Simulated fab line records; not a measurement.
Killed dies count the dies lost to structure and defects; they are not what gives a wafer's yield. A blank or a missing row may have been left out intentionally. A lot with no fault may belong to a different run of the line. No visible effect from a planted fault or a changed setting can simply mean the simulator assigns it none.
fab line records	flow nandHarc
[record] lots = 7	wafers = 21	lastDay = 32
route steps=1302 shown A_CHANNEL_HOLE_D2@604 A_CHANNEL_FILL_D2@610 END@1302
lots that met no fault: from a run of the same line without faults
startH: the number of hours between the record's first day and the start of the first shown wafer of the lot	waitH: time in hours since the lot's previous step	" the same as in the row above	L1.1+2: a single row standing in for several wafers	- no value, or no start given	* or withheld: withheld	< > ~ a bound
route shown NAME@n: NAME is a module with steps in the file, n the number in the route of the first one	usual: the fault-free wafers' mean and standard deviation	same: alike in all rows	chamber/n: place in a boat	sites: each site's reading	_std_site: standard deviation of those values	_edge_site: outer sites' mean less inner sites'	radiusMm: for every site, how far away it sits from the centre of the wafer	mask NAME#n: copy n	behind: the most recent tool/chamber to have shaped the wafer	hold: the reason the lot was held/the length of the hold in hours/how it ended	device: which transistor (n, p or np) failed to switch	end of line: at the end of the route, the tests of the same wafers	a step without rows: its recipe alone	killed: not the wafer's yield, but the dies lost to structure and defects at the first sort	map: a wafer's dies, marking killed ones x, the rest . and places with no die _
set.NAME: the setting as run; set.NAME@STEP: as run at that earlier step	model.NAME: the simulator's own value behind a step, which no gauge read
a table for each step, a row for each wafer; lots at some steps of the route
services: when a tool's chamber went out of use (startH, in hours from the record's first day, below 0 if earlier), for how many hours, and the reason
[[steps]]
[step NHARC_A_CHANNEL_HOLE_D2_STRIP_28]
[recipe] o2FlowSccm = 500	arFlowSccm = 0	biasW = 0	chemistry = O2
[usual] drypumpMotorCurrentA = 5.7/0.49	oesProductAu = 0.999/0.012	rfVppV = 57.8/0.86	showerheadPlenumPTorr = 3.54/0.15	throttleValvePct = 17.036/0.01
lot.wafer	tool	chamber	startH	waitH	drypumpMotorCurrentA	oesProductAu	rfHoursCounterH	rfVppV	showerheadPlenumPTorr	throttleValvePct
L636.2	rieDiel-06	1	-	-	6.3	1.004	11	58.4	3.63	17.051
L636.3	"	3	"	"	5.9	1.006	11	57.2	3.41	17.039
L636.6	"	1	"	"	6.2	0.995	-	57.8	3.63	17.027
L644.1	rieDiel-06	3	-	-	5.9	0.998	5	55.9	3.41	17.027
L644.4	"	0	"	"	5.3	1.004	5	57.2	3.46	17.046
L644.6	"	3	"	"	5.9	0.991	-	58.4	3.41	17.029
L645.1	rieDiel-06	3	-	-	5.9	1.015	7	57.1	3.41	17.032
L645.2	"	1	"	"	6.3	1.003	6	56.8	3.62	17.036
L645.3	"	2	"	"	6.1	0.983	7	56.8	3.33	17.017
L646.1	rieDiel-08	2	-	-	5.9	1.006	1	58.2	3.43	17.035
L646.4	"	0	"	"	5.9	1.014	1	58.4	3.72	17.037
L646.6	"	2	"	"	5.9	1.004	-	58.1	3.43	17.044
L647.3	rieDiel-08	1	-	-	5.5	0.988	2	56.9	3.35	17.032
L647.4	"	0	"	"	5.9	1.010	-	59.7	3.72	17.028
L647.5	"	1	"	"	5.5	0.995	-	57.4	3.35	17.037
L653.4	rieDiel-03	3	-	-	4.8	0.994	1	57.8	3.70	17.031
L653.3	"	0	"	"	5.0	1.005	1	58.3	3.75	17.046
L653.6	"	2	"	"	4.8	1.001	-	57.3	3.71	17.039
L657.2	rieDiel-08	0	-	-	5.9	1.011	8	58.3	3.72	17.039
L657.3	"	3	"	"	6.1	1.031	7	59.1	3.61	17.016
L657.6	"	1	"	"	5.5	1.000	-	57.9	3.34	17.029
[step NHARC_A_CHANNEL_HOLE_D2_PRECLEAN_29]
[recipe] timeS = *	tempC = 50	bathAgeMin = 0	chemistry = SC1
[step NHARC_A_CHANNEL_HOLE_D2_SRD_30]
[step NHARC_A_CHANNEL_HOLE_D2_CD_MEAS_31]
[usual] cdNm = 90.1/1.4
lot.wafer	tool	chamber	startH	waitH	cdNm
L636.2	cdSem-02	-	305.82	-	90.2
L636.3	"	-	"	"	90.5
L636.6	"	-	"	"	91.1
L644.1	cdSem-02	-	378.41	-	88.7
L644.4	"	-	"	"	91.6
L644.6	"	-	"	"	90.7
L645.1	cdSem-01	-	404.68	-	87.9
L645.2	"	-	"	"	91.7
L645.3	"	-	"	"	90.3
L646.1	cdSem-01	-	406.04	-	89.3
L646.4	"	-	"	"	90.7
L646.6	"	-	"	"	89.6
L647.3	cdSem-01	-	424.71	-	91.5
L647.4	"	-	"	"	89.9
L647.5	"	-	"	"	94.7
L653.3	cdSem-02	-	477.78	-	90.3
L653.4	"	-	"	"	90.4
L653.6	"	-	"	"	90.2
L657.2	cdSem-02	-	510.71	-	91.9
L657.3	"	-	"	"	90.6
L657.6	"	-	"	"	89.7
[step NHARC_A_CHANNEL_HOLE_D2_XSEM_32]
[recipe] landingEnergyEv = 35000
[usual] botCdNm = 74.8/1.4	bowNm = 8.61/0.25	tiltDeg = 0.08/0.038
lot.wafer	tool	chamber	startH	waitH	botCdNm	bowNm	tiltDeg
L636.2	xsem-02	0	305.91	0.1	75.3	8.94	0.14
L636.3	"	0	"	"	75.9	8.89	0.14
L636.6	"	0	"	"	76.2	9.04	0.14
L644.1	xsem-02	0	378.50	0.1	72.9	8.77	0.10
L644.4	"	0	"	"	74.9	8.73	0.10
L644.6	"	0	"	"	74.4	8.63	0.10
L645.1	xsem-02	0	404.77	0.1	73.0	8.78	0.00
L645.2	"	0	"	"	76.6	8.84	0.00
L645.3	"	0	"	"	76.2	8.83	0.00
L646.1	xsem-01	0	406.13	0.1	75.7	8.66	0.02
L646.4	"	0	"	"	76.5	8.61	0.02
L646.6	"	0	"	"	75.5	8.67	0.02
L647.3	xsem-01	0	424.80	0.1	76.7	8.88	0.10
L647.4	"	0	"	"	74.4	8.88	0.10
L647.5	"	0	"	"	79.6	8.89	0.10
L653.3	xsem-02	0	477.87	0.1	74.5	8.44	0.12
L653.4	"	0	"	"	74.9	8.42	0.12
L653.6	"	0	"	"	74.9	8.42	0.12
L657.2	xsem-02	0	510.80	0.1	76.0	8.86	0.10
L657.3	"	0	"	"	75.5	8.79	0.10
L657.6	"	0	"	"	74.4	8.86	0.10
[step NHARC_A_CHANNEL_HOLE_D2_INSPECT_40]
[usual] rawDefectCount = 265/73
lot.wafer	tool	chamber	startH	waitH	rawDefectCount
L636.2	defectInspect-02	-	306.01	-	132
L636.3	"	-	"	"	199
L636.6	"	-	"	"	182
L644.1	defectInspect-02	-	378.60	-	326
L644.4	"	-	"	"	384
L644.6	"	-	"	"	309
L645.1	defectInspect-01	-	404.87	-	228
L645.2	"	-	"	"	180
L645.3	"	-	"	"	193
L646.1	defectInspect-01	-	406.24	-	285
L646.4	"	-	"	"	293
L646.6	"	-	"	"	270
L647.3	defectInspect-02	-	424.89	-	161
L647.4	"	-	"	"	153
L647.5	"	-	"	"	180
L653.3	defectInspect-02	-	477.97	-	242
L653.4	"	-	"	"	352
L653.6	"	-	"	"	382
L657.2	defectInspect-02	-	510.90	-	303
L657.3	"	-	"	"	236
L657.6	"	-	"	"	253
[step NHARC_A_CHANNEL_FILL_D2_PRECLEAN_00]
[recipe] timeS = *	tempC = 50	bathAgeMin = 0	chemistry = SC1
[step NHARC_A_CHANNEL_FILL_D2_SRD_01]
[step NHARC_A_CHANNEL_FILL_D2_ALD_02]
[recipe] targetThkA = 60	pulseTimeS = 10	aldCycles = 60	tempC = 300	material = SiO2
[usual] heaterPowerW = 463/46	precursorPulseHeightRel = 0.999/0.019	susceptorTempC = 300.02/0.2
lot.wafer	tool	chamber	startH	waitH	heaterPowerW	precursorPulseHeightRel	susceptorTempC
L636.2	aldHk-03	2	308.49	-	388	0.998	299.82
L636.3	"	3	"	"	496	1.010	299.79
L636.6	"	2	"	"	405	0.997	299.85
L644.1	aldHk-04	0	378.87	-	521	0.952	299.84
L644.4	"	2	"	"	409	0.984	300.08
L644.6	"	3	"	"	448	1.000	300.16
L645.2	aldHk-03	1	405.06	-	501	0.999	299.84
L645.3	"	2	"	"	379	0.972	299.92
L645.1	"	0	"	"	447	1.008	299.76
L646.1	aldHk-04	0	406.43	-	537	1.021	300.19
L646.4	"	2	"	"	407	0.992	300.18
L646.6	"	1	"	"	482	1.019	300.19
L647.3	aldHk-03	1	425.23	-	494	1.022	300.09
L647.4	"	3	"	"	480	0.989	299.84
L647.5	"	0	"	"	458	0.967	300.04
L653.3	aldHk-04	2	478.23	-	426	1.006	299.78
L653.4	"	3	"	"	465	1.007	299.98
L653.6	"	2	"	"	436	1.041	299.70
L657.2	aldHk-03	1	511.10	-	508	0.977	300.13
L657.3	"	3	"	"	493	0.996	299.93
L657.6	"	2	"	"	387	0.990	299.92
[step NHARC_A_CHANNEL_FILL_D2_ALD_03]
[recipe] targetThkA = 60	pulseTimeS = 60	aldCycles = 58	tempC = 630	pressureTorr = 2	material = SiNx
[usual] precursorPulseHeightRel = 1.000/0.02	susceptorTempC = 630.0/0.35
lot.wafer	tool	chamber	startH	waitH	precursorPulseHeightRel	susceptorTempC
L636.2	aldSinBatch-02	0	-	-	0.971	-
L636.3	"	0	"	"	1.008	-
L636.6	"	0	"	"	1.000	-
L644.1	aldSinBatch-03	0	-	-	0.982	629.3
L644.4	"	0	"	"	0.992	629.8
L644.6	"	0	"	"	1.021	629.9
L645.1	aldSinBatch-02	0	-	-	0.991	-
L645.2	"	0	"	"	1.005	-
L645.3	"	0	"	"	0.962	-
L646.1	aldSinBatch-02	0	-	-	0.978	-
L646.4	"	0	"	"	1.005	-
L646.6	"	0	"	"	0.999	-
L647.3	aldSinBatch-02	0	-	-	1.046	-
L647.4	"	0	"	"	0.996	-
L647.5	"	0	"	"	0.973	-
L653.3	aldSinBatch-02	0	-	-	1.023	629.6
L653.4	"	0	"	"	0.974	629.6
L653.6	"	0	"	"	1.005	629.5
L657.2	aldSinBatch-03	0	-	-	1.023	-
L657.3	"	0	"	"	0.991	-
L657.6	"	0	"	"	1.019	-
[step NHARC_A_CHANNEL_FILL_D2_ALD_14]
[recipe] targetThkA = 25	pulseTimeS = 10	aldCycles = 25	tempC = 300	material = SiO2
[step NHARC_A_CHANNEL_FILL_D2_ALD_15]
[recipe] targetThkA = 20	pulseTimeS = 60	aldCycles = 19	tempC = 630	pressureTorr = 2	material = SiNx
[usual] precursorPulseHeightRel = 0.999/0.019	susceptorTempC = 630.0/0.3
lot.wafer	tool	chamber	startH	waitH	precursorPulseHeightRel	susceptorTempC
L636.2	aldSinBatch-01	0	-	-	1.000	630.3
L636.3	"	0	"	"	1.011	630.0
L636.6	"	0	"	"	1.012	630.0
L644.1	aldSinBatch-02	0	-	-	1.017	630.1
L644.4	"	0	"	"	1.023	630.5
L644.6	"	0	"	"	1.001	630.1
L645.1	aldSinBatch-02	0	-	-	1.007	-
L645.2	"	0	"	"	1.003	-
L645.3	"	0	"	"	0.976	-
L646.1	aldSinBatch-02	0	415.59	3.1	0.989	-
L646.4	"	0	"	"	1.020	-
L646.6	"	0	"	"	1.018	-
L647.3	aldSinBatch-02	0	-	-	0.952	630.1
L647.4	"	0	"	"	1.008	630.3
L647.5	"	0	"	"	0.994	629.7
L653.3	aldSinBatch-03	0	-	-	1.002	-
L653.4	"	0	"	"	1.002	-
L653.6	"	0	"	"	1.017	-
L657.2	aldSinBatch-02	0	-	-	0.993	630.0
L657.3	"	0	"	"	0.976	630.1
L657.6	"	0	"	"	0.999	629.6
[step NHARC_A_CHANNEL_FILL_D2_ALD_16]
[recipe] targetThkA = 15	pulseTimeS = 10	aldCycles = 15	tempC = 300	material = SiO2
[usual] heaterPowerW = 450/41	precursorPulseHeightRel = 1.000/0.021	susceptorTempC = 299.99/0.18
lot.wafer	tool	chamber	startH	waitH	heaterPowerW	precursorPulseHeightRel	susceptorTempC
L636.2	aldHk-02	1	320.66	0.1	466	1.056	300.03
L636.3	"	3	"	"	427	1.024	299.98
L636.6	"	1	"	"	451	1.005	300.08
L644.1	aldHk-02	2	389.23	0.3	456	1.009	299.98
L644.4	"	3	"	"	405	1.004	299.92
L644.6	"	1	"	"	453	0.993	299.94
L645.2	aldHk-02	1	418.01	0.4	432	0.993	297.21
L645.3	"	3	"	"	387	0.977	297.42
L645.1	"	0	"	"	390	1.018	297.45
L646.4	aldHk-02	1	418.17	0.6	444	1.021	297.11
L646.1	"	0	"	"	401	0.999	297.09
L646.6	"	1	"	"	435	0.975	297.29
L647.3	aldHk-02	3	437.71	0.1	408	1.005	297.11
L647.4	"	0	"	"	398	1.017	297.34
L647.5	"	2	"	"	454	0.967	297.35
L653.3	aldHk-04	1	491.08	0.1	465	0.957	300.02
L653.4	"	2	"	"	426	1.008	300.02
L653.6	"	0	"	"	561	0.995	299.92
L657.2	aldHk-02	3	523.28	0.1	405	0.998	300.05
L657.3	"	0	"	"	408	1.009	300.02
L657.6	"	2	"	"	471	1.017	300.31
[step NHARC_A_CHANNEL_FILL_D2_ANNEAL_17]
[recipe] tempC = 850	timeS = 1800
[step NHARC_END_SORT_01]
[recipe] tempC = 25
[usual] killedAtArray = 57/18	killedAtOther = 0.9/1.3	killedAtPeriphery = 3.5/2.2	killedDies = 62/18	killedOpen = 3.0/1.7	killedShort = 2.3/1.5
[same] grossDies = 677
lot.wafer	tool	chamber	startH	waitH	killedAtArray	killedAtOther	killedAtPeriphery	killedDies	killedOpen	killedShort
L636.2	prober-02	0	570.71	2.8	53	0	7	60	2	2
L636.3	prober-02	0	571.52	3.1	48	1	10	59	4	2
L636.6	prober-02	0	573.96	4.1	45	0	5	50	2	0
L644.1	prober-01	0	651.55	2.5	87	1	6	94	4	3
L644.4	prober-01	0	653.95	3.4	62	1	4	67	4	1
L644.6	prober-01	0	655.56	4.0	88	1	4	93	2	1
L645.1	prober-01	0	669.93	2.5	28	0	4	32	1	2
L645.2	prober-01	0	670.73	2.8	21	0	0	21	5	1
L645.3	prober-01	0	671.54	3.1	23	2	1	26	1	1
L646.1	prober-02	0	677.83	2.5	106	0	5	111	5	3
L646.4	prober-02	0	680.26	3.4	63	0	3	66	5	1
L646.6	prober-02	0	681.87	4.0	90	0	0	90	1	1
L647.3	prober-01	0	679.41	3.1	53	1	0	54	3	2
L647.4	prober-01	0	680.20	3.4	48	3	2	53	2	2
L647.5	prober-01	0	680.99	3.7	48	1	2	51	3	2
L653.3	prober-01	0	734.67	3.1	68	1	6	75	3	2
L653.4	prober-01	0	735.47	3.4	50	1	4	55	1	2
L653.6	prober-01	0	737.06	4.0	47	0	6	53	3	2
L657.2	prober-01	0	772.78	2.8	50	6	4	60	4	5
L657.3	prober-01	0	773.59	3.1	39	7	4	50	4	1
L657.6	prober-01	0	776.02	4.1	38	3	1	42	1	2
// killed by level:class
L636.2 A_SLIT:chamberFilmFlake=26 A_CHANNEL_HOLE_D2:chamberFilmFlake=12 P_M2:chamberFilmFlake=4 A_CHANNEL_FILL_D2:chamberFilmFlake=3 A_SGD_CUT:chamberFilmFlake=3 A_CONTACT:chamberFilmFlake=3 P_GATE:chamberFilmFlake=2 P_GATE:geometricParticle:open=1
L636.3 A_SLIT:chamberFilmFlake=21 A_CHANNEL_HOLE_D2:chamberFilmFlake=8 A_CHANNEL_FILL_D2:chamberFilmFlake=4 A_SGD_CUT:chamberFilmFlake=4 A_CONTACT:chamberFilmFlake=3 P_GATE:geometricParticle:open=2 P_ZERO_WELL:chamberFilmFlake=2 P_STI:chamberFilmFlake=2
L636.6 A_SLIT:chamberFilmFlake=23 A_CHANNEL_HOLE_D2:chamberFilmFlake=9 P_GATE:chamberFilmFlake=3 A_CHANNEL_HOLE_D1:chamberFilmFlake=3 A_CHANNEL_FILL_D2:chamberFilmFlake=3 A_CONTACT:chamberFilmFlake=3 A_STAIRCASE:geometricParticle:open=1 A_BLC:geometricParticle:open=1
L644.1 A_CHANNEL_HOLE_D2:chamberFilmFlake=28 A_SLIT:chamberFilmFlake=28 A_CHANNEL_HOLE_D1:chamberFilmFlake=18 A_CONTACT:chamberFilmFlake=7 P_M0:geometricParticle:open=2 P_CONTACT:chamberFilmFlake=2 P_GATE:geometricParticle:short=1 A_CHANNEL_FILL_D1:geometricParticle:open=1
L644.4 A_CHANNEL_HOLE_D2:chamberFilmFlake=20 A_CHANNEL_HOLE_D1:chamberFilmFlake=17 A_SLIT:chamberFilmFlake=13 A_CONTACT:chamberFilmFlake=4 P_ZERO_WELL:chamberFilmFlake=3 A_SGD_CUT:geometricParticle:open=1 A_SGD_CUT:geometricParticle:short=1 A_WL_FILL:geometricParticle:open=1
L644.6 A_SLIT:chamberFilmFlake=36 A_CHANNEL_HOLE_D1:chamberFilmFlake=22 A_CHANNEL_HOLE_D2:chamberFilmFlake=21 A_CONTACT:chamberFilmFlake=4 A_ONON_D2:geometricParticle:open=2 P_STI:chamberFilmFlake=2 P_CONTACT:chamberFilmFlake=2 A_SGD_CUT:geometricParticle:short=1
L645.1 A_CONTACT:chamberFilmFlake=10 A_CHANNEL_HOLE_D1:chamberFilmFlake=9 P_ZERO_WELL:chamberFilmFlake=3 A_WL_FILL:chamberFilmFlake=2 A_CHANNEL_FILL_D1:geometricParticle:short=1 A_DECK1_JOINT:geometricParticle:open=1 A_SGD_CUT:geometricParticle:short=1 P_CONTACT:chamberFilmFlake=1
L645.2 A_CHANNEL_HOLE_D1:chamberFilmFlake=5 A_CONTACT:chamberFilmFlake=4 A_CHANNEL_FILL_D1:geometricParticle:open=2 A_CHANNEL_HOLE_D1:geometricParticle:open=1 A_DECK1_JOINT:geometricParticle:open=1 A_ONON_D2:geometricParticle:short=1 A_CONTACT:geometricParticle:open=1 A_DECK1_JOINT:chamberFilmFlake=1
L645.3 A_CONTACT:chamberFilmFlake=8 A_CHANNEL_HOLE_D2:chamberFilmFlake=5 A_CHANNEL_HOLE_D1:chamberFilmFlake=4 A_SLIT:chamberFilmFlake=2 A_CHANNEL_FILL_D2:geometricParticle:short=1 STARTING-WAFER:geometricParticle:open=1 P_ZERO_WELL:chamberFilmFlake=1 A_CHANNEL_FILL_D1:chamberFilmFlake=1
L646.1 A_SLIT:chamberFilmFlake=46 A_CHANNEL_HOLE_D1:chamberFilmFlake=27 A_CHANNEL_HOLE_D2:chamberFilmFlake=16 A_CONTACT:chamberFilmFlake=4 A_STAIRCASE:chamberFilmFlake=3 A_CHANNEL_FILL_D2:geometricParticle:short=2 A_WL_FILL:chamberFilmFlake=2 P_GATE:geometricParticle:open=1
L647.3 A_SLIT:chamberFilmFlake=30 A_CHANNEL_HOLE_D1:chamberFilmFlake=9 A_CONTACT:chamberFilmFlake=5 A_DECK1_JOINT:chamberFilmFlake=3 A_STAIRCASE:chamberFilmFlake=2 A_WL_FILL:geometricParticle:short=1 A_CONTACT:geometricParticle:open=1 A_BLC:geometricParticle:short=1
L647.4 A_SLIT:chamberFilmFlake=24 A_CONTACT:chamberFilmFlake=8 A_CHANNEL_HOLE_D1:chamberFilmFlake=7 THIN_TSV:chamberFilmFlake=3 A_STAIRCASE:chamberFilmFlake=2 P_M0:geometricParticle:open=1 A_CHANNEL_FILL_D1:geometricParticle:short=1 A_SLIT:geometricParticle:short=1
L646.4 A_CHANNEL_HOLE_D1:chamberFilmFlake=20 A_SLIT:chamberFilmFlake=17 A_CHANNEL_HOLE_D2:chamberFilmFlake=14 A_CONTACT:chamberFilmFlake=4 A_WL_FILL:chamberFilmFlake=3 A_BLC:geometricParticle:open=2 P_GATE:geometricParticle:short=1 P_CONTACT:geometricParticle:open=1
L647.5 A_SLIT:chamberFilmFlake=23 A_CHANNEL_HOLE_D1:chamberFilmFlake=8 A_CONTACT:chamberFilmFlake=4 A_DECK1_JOINT:chamberFilmFlake=3 P_ZERO_WELL:chamberFilmFlake=2 A_CHANNEL_FILL_D2:geometricParticle:open=2 A_WL_FILL:chamberFilmFlake=2 A_SOURCE_PLATE:geometricParticle:short=1
L646.6 A_SLIT:chamberFilmFlake=37 A_CHANNEL_HOLE_D1:chamberFilmFlake=27 A_CHANNEL_HOLE_D2:chamberFilmFlake=11 A_CONTACT:chamberFilmFlake=5 A_STAIRCASE:chamberFilmFlake=4 A_DECK1_JOINT:chamberFilmFlake=3 A_CHANNEL_HOLE_D2:geometricParticle:short=1 A_CHANNEL_FILL_D2:geometricParticle:open=1
L653.3 A_CHANNEL_HOLE_D2:chamberFilmFlake=33 A_CHANNEL_HOLE_D1:chamberFilmFlake=14 A_CONTACT:chamberFilmFlake=7 A_SLIT:chamberFilmFlake=5 P_GATE:chamberFilmFlake=3 A_STAIRCASE:chamberFilmFlake=3 A_WL_FILL:chamberFilmFlake=2 P_M0:geometricParticle:open=1
L653.4 A_CHANNEL_HOLE_D2:chamberFilmFlake=25 A_CHANNEL_HOLE_D1:chamberFilmFlake=6 A_CONTACT:chamberFilmFlake=6 A_STAIRCASE:chamberFilmFlake=5 A_WL_FILL:chamberFilmFlake=3 A_SLIT:chamberFilmFlake=3 P_GATE:chamberFilmFlake=2 P_CONTACT:geometricParticle:short=1
L653.6 A_CHANNEL_HOLE_D2:chamberFilmFlake=20 A_CHANNEL_HOLE_D1:chamberFilmFlake=7 A_SLIT:chamberFilmFlake=5 A_CONTACT:chamberFilmFlake=4 P_GATE:chamberFilmFlake=3 A_WL_FILL:chamberFilmFlake=3 P_STI:chamberFilmFlake=2 A_DECK1_JOINT:chamberFilmFlake=2
L657.2 A_CHANNEL_HOLE_D1:chamberFilmFlake=27 THIN_TSV:chamberFilmFlake=6 A_SLIT:chamberFilmFlake=5 A_CONTACT:chamberFilmFlake=5 P_GATE:geometricParticle:open=2 A_DECK1_JOINT:chamberFilmFlake=2 A_CHANNEL_FILL_D2:chamberFilmFlake=2 A_STAIRCASE:chamberFilmFlake=2
L657.3 A_CHANNEL_HOLE_D1:chamberFilmFlake=16 THIN_TSV:chamberFilmFlake=7 A_SLIT:chamberFilmFlake=5 P_GATE:chamberFilmFlake=4 A_CHANNEL_FILL_D2:chamberFilmFlake=4 A_STAIRCASE:chamberFilmFlake=3 A_CONTACT:chamberFilmFlake=2 A_CHANNEL_FILL_D1:geometricParticle:open=1
L657.6 A_CHANNEL_HOLE_D1:chamberFilmFlake=20 A_SLIT:chamberFilmFlake=6 A_CONTACT:chamberFilmFlake=4 A_STAIRCASE:chamberFilmFlake=3 THIN_TSV:chamberFilmFlake=3 A_ONON_D2:geometricParticle:short=1 A_CHANNEL_FILL_D2:geometricParticle:open=1 A_WL_FILL:geometricParticle:short=1
[[services]]
tool	chamber	startH	hours	kind
rieDiel-03	-	281.30	9.0	pm
rieDiel-08	0	288.45	7.4	repair
rieDiel-06	3	305.65	15.0	repair
rieDiel-06	-	307.30	9.0	pm
aldHk-02	-	349.90	10.0	pm
rieDiel-08	-	367.80	9.0	pm
xsem-01	-	374.00	14.0	pm
aldHk-02	-	378.68	0.7	repair
rieDiel-08	0	379.75	2.5	repair
rieDiel-06	0	382.41	11.6	repair
aldHk-03	-	392.13	10.0	pm
rieDiel-08	1	410.85	5.3	repair
rieDiel-03	0	412.45	2.4	repair
rieDiel-08	2	415.98	11.1	repair
aldHk-04	-	434.96	10.0	pm
rieDiel-08	2	451.25	6.7	repair
aldHk-03	-	457.69	1.0	repair
rieDiel-03	-	458.30	9.0	pm
rieDiel-08	2	476.36	7.0	repair
xsem-02	-	481.06	2.4	repair
rieDiel-06	-	484.30	9.0	pm
rieDiel-06	2	500.82	45.8	repair
rieDiel-03	2	504.29	1.7	repair
aldSinBatch-01	-	508.07	26.0	pm
[[key]]
[firstSign] step = NHARC_A_CHANNEL_FILL_D2_ALD_16	reading = susceptorTempC	direction = down	sigmas = 15	usual = *	struck = *
effect none on later readings
metAt NHARC_A_CHANNEL_FILL_D2_ALD_16
struckWafers L645.1,L645.2,L645.3,L646.1,L646.4,L646.6,L647.3,L647.4,L647.5
testerLeftOut L645,L646,L647
[fault] kind = processParameterDrift	tool = aldHk-02	chamber = -	onsetH = 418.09	steps = NHARC_A_CHANNEL_FILL_D2_ALD_16	channel = tempC	offset = *	shape = step	endH = 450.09	actsIn = *	stated = *
// testerLeftOut: of these lots the tester's yield and bins aren't shown, on N5 and GAA mostly nor the transistor test; their killed dies are dies lost to structure and defects alone, not to doping, threshold or leakage, so they don't give the yield
